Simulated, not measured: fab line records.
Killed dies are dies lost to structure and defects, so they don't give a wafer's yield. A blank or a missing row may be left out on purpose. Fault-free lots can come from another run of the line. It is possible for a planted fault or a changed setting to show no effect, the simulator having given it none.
Comparing a struck lot with a sound one    flow nand harc    12 out of 1302 route steps
Sound: wafers L749.2, L749.4, L749.6. Struck: wafers L759.1, L759.2, L759.4. At the end, the cause is stated.
Each step with rows lists, per side, the tool, then ch with its chambers, then its first start. Under that, the readings that differ: sound wafers    struck wafers    difference of the means    sigmas: that difference in standard deviations of wafers without a fault.
alike: readings whose means differ by less than 2 such deviations, and words and numbers that are the same on both sides. not compared: withheld readings, readings that some wafer has no value for, bounds like >300 that may hide the same value, and numbers for which the record gives no deviation and whose values overlap.
A row with sigmas, a row that says differs or no value, or rows on one side alone: a step with any of these is where the two part. Numbers that have no deviation but don't overlap get no sigmas and don't part them. A reading that every wafer of one side lacks parts them only if that side has two wafers or more.

NHARC_A_CHANNEL_FILL_D2_CMP_10: polishes, target thk 150 nm.
  sound on cmp-04 ch 0,2,3, day 16 03:14; struck on cmp-01 ch 1,2,3, day 20 12:35
  alike: motor current A, slurry flow ml min, time to endpoint s
after that, 1 step had no rows for these wafers: NHARC_A_CHANNEL_FILL_D2_SRD_12.
NHARC_A_CHANNEL_FILL_D2_RTA_24: time 5 s.
  sound on rtp anneal-01 ch 0, day 16 03:40; struck on rtp anneal-02 ch 0, day 20 13:00
reading             sound           struck          difference  sigmas
lamp power pct (%)  26.5 26.5 26.5  29.9 29.8 29.9  +3.4        +2
  alike: wafer_temp_C_max
NHARC_A_CHANNEL_FILL_D2_INSPECT_13:
  sound on defect inspect-01 at day 16 03:50; struck on defect inspect-02 at day 20 13:12
  alike: raw defect count
NHARC_A_STAIRCASE_DEP_156: deposits SiNx, target thk 50 nm.
  sound on pecvd-02 ch 0,1, day 16 03:58; struck on pecvd-04 ch 0,1,2, day 20 13:16
  alike: heater power w
then, 5 steps without rows for these wafers: NHARC_A_STAIRCASE_DEHYDRATE_158 (time 120 s); NHARC_A_STAIRCASE_HMDS_159 (time 30 s); NHARC_A_STAIRCASE_COAT_160; NHARC_A_STAIRCASE_SOFTBAKE_161 (time 170 s); NHARC_A_STAIRCASE_EBR_162.
NHARC_A_STAIRCASE_EXPOSE_163: exposes mask STAIR OPEN.
  sound on krf scanner-02 ch 0, day 16 04:23; struck on krf scanner-02, day 20 13:45
  no value came back on the struck wafers for exposure dose mJ cm2, focus offset nm (nm), na; on the sound wafers exposure dose mJ cm2 reads 20.033 20.018 20.007
  alike: mask
then, 1 step without rows for these wafers: NHARC_A_STAIRCASE_PEB_164 (peb time 130 s).

## WHERE THEY PART
First at NHARC_A_CHANNEL_FILL_D2_RTA_24; last, within this record, at NHARC_A_STAIRCASE_EXPOSE_163.

WHY: whatever the simulator had introduced
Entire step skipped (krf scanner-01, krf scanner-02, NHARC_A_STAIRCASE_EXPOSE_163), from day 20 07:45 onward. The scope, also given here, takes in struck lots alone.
